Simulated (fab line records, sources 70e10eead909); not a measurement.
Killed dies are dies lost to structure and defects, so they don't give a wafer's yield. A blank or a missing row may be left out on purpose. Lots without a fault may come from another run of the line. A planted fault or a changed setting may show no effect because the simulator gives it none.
Chamber matching | flow nand_harc | NHARC_P_GATE_DESCUM_31 on rie_diel-06: 4 sister chambers
The step chemistry O2, time 3 s. 4 wafers are shown with their chamber, then 8 later ones without.

WAFERS WITH THEIR CHAMBER
wafer  | chamber | showerhead_plenum_p_Torr (Torr)
L927.1 | 2       | 2.06
L933.2 | 0       | 1.77
L936.1 | 3       | 1.90
L939.3 | 1       | 1.93

WAFERS WITHOUT THEIR CHAMBER
wafer  | showerhead_plenum_p_Torr (Torr)
L939.4 | 2.05
L939.5 | 1.93
L940.2 | 1.90
L940.3 | 1.93
L940.5 | 1.77
L941.1 | 1.93
L941.4 | 1.90
L941.6 | 1.90

WHICH CHAMBER EACH WENT THROUGH
wafer  | from the rows above | in truth
L939.4 | 2                   | 2
L939.5 | 1                   | 1
L940.2 | 3                   | 3
L940.3 | 1                   | 1
L940.5 | 0                   | 0
L941.1 | 1                   | 1
L941.4 | 3                   | 3
L941.6 | 3                   | 3
Placed correctly: 8 of 8. Can't be placed from these rows: 0. Placed wrongly: 0.
How it was worked out, from the rows above alone: a wafer's distance from a chamber is the root of the sum, over the readings, of the square of ((its reading less the chamber's mean) divided by the reading's scatter). The wafer belongs to the nearest chamber; if the next one is less than 2 further off, it can't be placed. A chamber's mean is the mean of its shown wafers. The scatter: with one shown wafer a chamber, the root of the mean of the squares of how far each hidden wafer lies from its nearest shown one.
